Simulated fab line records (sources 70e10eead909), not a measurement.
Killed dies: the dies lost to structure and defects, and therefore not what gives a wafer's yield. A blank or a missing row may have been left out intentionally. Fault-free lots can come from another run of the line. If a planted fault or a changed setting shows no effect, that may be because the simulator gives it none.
Matching of chambers + flow nand-harc + NHARC_P_STI_ETCH_15 on rie-si-05 has 4 sister chambers
The step etches the open film in HBr/Cl2, target depth 300 nm, time 100.1 s. 4 wafers are shown with their chamber, then 8 later ones without.

WAFERS PAIRED WITH THEIR CHAMBERS
| wafer  | chamber | drypump-motor-current-A (A) |
|--------|---------|-----------------------------|
| L079.6 | 3       | 5.3                         |
| L088.4 | 2       | 6.4                         |
| L088.5 | 1       | 5.1                         |
| L092.3 | 0       | 5.6                         |

WAFERS MISSING THEIR CHAMBER
| wafer  | drypump-motor-current-A (A) |
|--------|-----------------------------|
| L092.5 | 5.6                         |
| L092.6 | 5.1                         |
| L094.2 | 6.4                         |
| L094.4 | 5.4                         |
| L094.6 | 6.4                         |
| L096.2 | 6.4                         |
| L096.3 | 5.4                         |
| L096.5 | 6.4                         |

WHICH CHAMBER EACH ONE RAN IN
| wafer  | from the rows above     | in truth |
|--------|-------------------------|----------|
| L092.5 | 0                       | 0        |
| L092.6 | 1                       | 1        |
| L094.2 | 2                       | 2        |
| L094.4 | can't be placed: 3 or 0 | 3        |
| L094.6 | 2                       | 2        |
| L096.2 | 2                       | 2        |
| L096.3 | can't be placed: 3 or 0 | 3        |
| L096.5 | 2                       | 2        |
Correctly placed: 6 of 8. These rows do not allow placing 2 (true chamber among the candidates in 2). Number placed wrongly: 0.
How it was worked out, from the rows above alone: a wafer's distance from a chamber is the root of the sum, over the readings, of the square of ((its reading less the chamber's mean) divided by the reading's scatter). The wafer belongs to the nearest chamber; if the next one is less than 2 further off, it can't be placed. A chamber's mean is the mean of its shown wafers. The scatter: with one shown wafer a chamber, the root of the mean of the squares of how far each hidden wafer lies from its nearest shown one.
